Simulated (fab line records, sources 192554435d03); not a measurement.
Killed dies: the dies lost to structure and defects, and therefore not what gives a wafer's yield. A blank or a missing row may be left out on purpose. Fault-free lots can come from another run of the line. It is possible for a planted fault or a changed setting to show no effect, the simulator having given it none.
Which tool was responsible? ; flow n5 finfet ; 24 lots, 72 wafers sampled, at 4 steps of a route of 1938

## WHAT THE GAUGES SHOWED, per wafer
N5_BEOL_M1_CD_MEAS_11 targets a cd of 17.05 nm. Usual: 17.08 nm for cd nm, sd 0.23.
lot;measured;on;cd nm (nm);flag
L074;day 6 11:28;cd sem-03;17.58 17.21 17.09;
L075;day 6 14:50;cd sem-01;16.97 16.84 17.14;
L077;day 6 16:07;cd sem-01;17.02 16.77 16.73;
L078;day 7 02:38;cd sem-02;17.15 17.36 17.22;
L079;day 7 09:06;cd sem-01;16.84 17.08 17.25;
L080;day 7 12:04;cd sem-02;17.18 17.12 16.85;
L081;day 7 18:13;cd sem-01;17.18 17.37 17.10;
L082;day 8 02:49;cd sem-03;16.56 16.79 16.98;
L083;day 8 05:40;cd sem-02;17.23 17.26 17.06;
L084;day 8 14:43;cd sem-03;17.16 17.35 17.07;
L085;day 8 21:26;cd sem-02;16.84 17.13 17.52;
L086;day 8 23:48;cd sem-03;17.07 17.10 17.30;
L087;day 9 04:35;cd sem-03;16.69 17.27 17.43;
L088;day 9 09:59;cd sem-03;16.70 17.34 17.27;
L089;day 9 14:34;cd sem-01;16.81 16.90 16.67;
L090;day 10 00:28;cd sem-03;16.65 16.80 17.00;
L091;day 10 04:29;cd sem-03;16.74 17.10 17.14;
L092;day 10 11:38;cd sem-03;17.16 17.06 16.93;
L093;day 10 22:10;cd sem-03;17.23 17.37 17.30;
L076;day 11 04:29;cd sem-02;16.88 17.31 16.72;
L094;day 11 08:33;cd sem-03;17.59 17.08 17.36;
L095;day 11 16:56;cd sem-02;17.12 17.19 17.64;
L097;day 12 06:25;cd sem-03;17.40 16.94 17.01;
L096;day 12 06:35;cd sem-01;17.17 17.21 17.08;

## EACH LOT AND THE TOOL THAT RAN IT (in order: tool; ch and the chambers of the sampled wafers; start)
lot;N5_BEOL_M0_CUTY_ETCH_62;N5_BEOL_M0_SPUTTER_134;N5_BEOL_M1_PECVD_72
L074;rie diel-03 ch 1,2,3, day 5 21:07;pvd sputter-01, day 6 08:56;pecvd-01 ch 0,1, day 6 10:37
L075;rie diel-03 ch 1,2,3, day 6 00:38;pvd sputter-03, day 6 10:26;pecvd-01 ch 0,2, day 6 11:53
L077;rie diel-03 ch 0,2,3, day 6 08:32;pvd sputter-02, day 6 13:55;pecvd-02 ch 0,2, day 6 15:15
L078;rie diel-06 ch 0,1,3, day 6 21:30;pvd sputter-02, day 7 00:13;pecvd-01 ch 0,1, day 7 01:34
L079;rie diel-06 ch 0,1,3, day 7 01:27;pvd sputter-01, day 7 06:12;pecvd-02 ch 0,2, day 7 07:34
L080;rie diel-06 ch 1,3, day 7 05:25;pvd sputter-02, day 7 08:56;pecvd-01 ch 0,1,2, day 7 10:17
L081;rie diel-01 ch 0,1,3, day 7 11:49;pvd sputter-02, day 7 15:42;pecvd-02 ch 0,2, day 7 17:05
L082;rie diel-06 ch 0,2, day 7 18:59;pvd sputter-03, day 8 00:20;pecvd-02 ch 0,1,2, day 8 01:40
L083;rie diel-06 ch 0,3, day 7 23:53;pvd sputter-01, day 8 03:31;pecvd-01 ch 0,2, day 8 05:13
L084;rie diel-06 ch 0,2,3, day 8 07:53;pvd sputter-02, day 8 12:36;pecvd-01 ch 0,1, day 8 13:56
L085;rie diel-03 ch 0,1, day 8 14:04;pvd sputter-01, day 8 19:22;pecvd-02 ch 0,1, day 8 20:47
L086;rie diel-03 ch 0,2,3, day 8 16:54;pvd sputter-03, day 8 21:56;pecvd-01 ch 0,1,2, day 8 23:20
L087;rie diel-01 ch 0,2,3, day 8 21:53;pvd sputter-03, day 9 00:46;pecvd-02 ch 1,2, day 9 02:11
L088;rie diel-03 ch 1,3, day 9 02:27;pvd sputter-01, day 9 06:12;pecvd-03 ch 0,1, day 9 07:43
L089;rie diel-03 ch 1,2, day 9 07:41;pvd sputter-03, day 9 11:21;pecvd-03 ch 0,1, day 9 12:43
L090;rie diel-01 ch 0,3, day 9 17:45;pvd sputter-01, day 9 21:58;pecvd-03 ch 0,1, day 9 23:17
L091;rie diel-06 ch 0,1,2, day 9 21:40;pvd sputter-03, day 10 01:22;pecvd-01 ch 1,2, day 10 03:02
L092;rie diel-03 ch 0,3, day 10 05:05;pvd sputter-01, day 10 08:33;pecvd-01 ch 1,2, day 10 10:05
L093;rie diel-01 ch 0,1,2, day 10 14:20;pvd sputter-03, day 10 17:05;pecvd-02 ch 1,2, day 10 21:21
L076;rie diel-01 ch 1,3, day 10 17:38;pvd sputter-02, day 11 01:01;pecvd-02 ch 1,2, day 11 02:31
L094;rie diel-03 ch 2,3, day 10 21:43;pvd sputter-03, day 11 05:12;pecvd-01 ch 0,1,2, day 11 06:33
L095;rie diel-06 ch 0,1,3, day 11 07:10;pvd sputter-02, day 11 11:28;pecvd-01 ch 0,1,2, day 11 12:49
L097;rie diel-06 ch 0,2,3, day 11 10:39;pvd sputter-02, day 12 01:01;pecvd-01 ch 0,1,2, day 12 02:21
L096;rie diel-01 ch 0,1,3, day 11 15:10;pvd sputter-01, day 12 01:05;pecvd-02 ch 1,2, day 12 02:26
- N5_BEOL_M0_CUTY_ETCH_62: etches SiARC in CF4, time 58.5 s.
- N5_BEOL_M0_SPUTTER_134: material Cu, target thk 4 nm, time 7.37 s.
- N5_BEOL_M1_PECVD_72: deposits SiO2 from TEOS/O2, target thk 16 nm, time 18 s.

## AS READ BY THE TOOLS THEMSELVES (means over the sampled wafers that have a number; for cases with no such wafer, the mark the record gives instead)
N5_BEOL_M0_CUTY_ETCH_62. Usual: drypump motor current A 5.6 A, standard deviation 0.35; etch rf on time s 58.8 s, standard deviation 1.4; oes product au 0.65 a.u., standard deviation 0.054; rf vpp V 184.5 V, standard deviation 0.89; showerhead plenum p Torr 2.17 Torr, standard deviation 0.053; throttle valve pct 15.69 %, standard deviation 0.28.
lot;tool;drypump motor current A (A);etch rf on time s (s);oes product au (a.u.);rf vpp V (V);showerhead plenum p Torr (Torr);throttle valve pct (%);flag
L074;rie diel-03;5.7;59.2;0.65;183.4;2.15;15.61;
L075;rie diel-03;5.7;60.1;0.64;184.3;2.15;15.61;
L077;rie diel-03;5.6;60.4;0.61;184.2;2.16;15.79;
L078;rie diel-06;5.6;57.8;0.66;184.8;2.17;15.81;
L079;rie diel-06;5.5;58.0;0.65;185.1;2.17;15.82;
L080;rie diel-06;5.3;58.0;0.62;184.2;2.22;16.03;
L081;rie diel-01;5.6;58.6;0.72;185.1;2.19;15.41;
L082;rie diel-06;5.8;57.1;0.72;183.9;2.11;15.46;
L083;rie diel-06;5.7;58.0;0.68;183.4;2.13;15.62;
L084;rie diel-06;5.5;57.6;0.68;184.4;2.16;15.69;
L085;rie diel-03;5.5;60.3;0.60;184.4;2.18;15.91;
L086;rie diel-03;5.6;59.6;0.60;184.7;2.15;15.81;
L087;rie diel-01;5.6;59.5;0.68;184.8;2.18;15.49;
L088;rie diel-03;5.6;59.5;0.64;184.1;2.15;15.60;
L089;rie diel-03;5.9;60.0;0.63;184.1;2.14;15.62;
L090;rie diel-01;5.6;59.2;0.72;184.1;2.15;15.26;
L091;rie diel-06;5.7;57.3;0.67;185.2;2.14;15.68;
L092;rie diel-03;5.2;58.4;0.68;184.3;2.16;15.67;
L093;rie diel-01;5.6;58.4;0.65;184.7;2.22;15.72;
L076;rie diel-01;5.5;58.6;0.66;184.4;2.18;15.68;
L094;rie diel-03;5.9;60.6;0.59;183.6;2.12;15.74;
L095;rie diel-06;5.5;58.6;0.63;184.4;2.16;15.87;
L097;rie diel-06;5.5;57.4;0.67;184.5;2.15;15.73;
L096;rie diel-01;5.6;58.0;0.68;184.6;2.18;15.49;

N5_BEOL_M0_SPUTTER_134. Usual: 29.5 % for throttle valve pct, sd 1.2.
lot;tool;throttle valve pct (%);flag
L074;pvd sputter-01;29.9;
L075;pvd sputter-03;29.0;
L077;pvd sputter-02;30.2;
L078;pvd sputter-02;30.3;
L079;pvd sputter-01;30.1;
L080;pvd sputter-02;30.1;
L081;pvd sputter-02;29.7;
L082;pvd sputter-03;28.1;
L083;pvd sputter-01;29.8;
L084;pvd sputter-02;30.9;
L085;pvd sputter-01;29.7;
L086;pvd sputter-03;28.2;
L087;pvd sputter-03;29.7;
L088;pvd sputter-01;30.2;
L089;pvd sputter-03;28.4;
L090;pvd sputter-01;30.0;
L091;pvd sputter-03;29.1;
L092;pvd sputter-01;28.7;
L093;pvd sputter-03;29.1;
L076;pvd sputter-02;30.4;
L094;pvd sputter-03;28.7;
L095;pvd sputter-02;30.5;
L097;pvd sputter-02;30.9;
L096;pvd sputter-01;28.9;

N5_BEOL_M1_PECVD_72. Usual: heater power w 672 W, standard deviation 62; showerhead plenum p Torr 8.78 Torr, standard deviation 0.063; throttle valve pct 21.9 %, standard deviation 1.1.
lot;tool;heater power w (W);showerhead plenum p Torr (Torr);throttle valve pct (%);flag
L074;pecvd-01;659;8.80;22.7;
L075;pecvd-01;685;8.82;22.2;
L077;pecvd-02;728;8.77;21.6;
L078;pecvd-01;635;8.85;23.0;
L079;pecvd-02;712;8.76;21.0;
L080;pecvd-01;639;8.80;21.9;
L081;pecvd-02;670;8.76;21.0;
L082;pecvd-02;714;8.77;21.7;
L083;pecvd-01;690;8.85;22.1;
L084;pecvd-01;651;8.87;22.9;
L085;pecvd-02;738;8.77;22.2;
L086;pecvd-01;649;8.79;22.0;
L087;pecvd-02;662;8.76;21.3;
L088;pecvd-03;633;8.76;22.2;
L089;pecvd-03;708;8.76;22.2;
L090;pecvd-03;690;8.76;22.2;
L091;pecvd-01;667;8.73;20.9;
L092;pecvd-01;660;8.74;21.8;
L093;pecvd-02;673;8.76;21.2;
L076;pecvd-02;671;8.75;21.8;
L094;pecvd-01;603;8.79;21.9;
L095;pecvd-01;669;8.80;22.1;
L097;pecvd-01;614;8.79;22.1;
L096;pecvd-02;679;8.78;21.4;

## THE ANSWER, worked out from the rows above alone
Rule: a lot counts as off when the mean over its wafers that have a number is more than 3 standard deviations away from the usual mean. Also off: a lot with no number at a reading for which 4 or more lots have one. Where the step has rows for the other lots, those lots are counted as sound. After the gauges, taken in route order, come the tools' own readings; for these a lot's mean is taken, as printed above. The first step at which some lot is off is used, and at that step the reading that is off furthest; a lot without a number counts as furthest.
None of the lots is off at any reading shown; this tells nothing.

## WHAT THE SIMULATOR PUT IN
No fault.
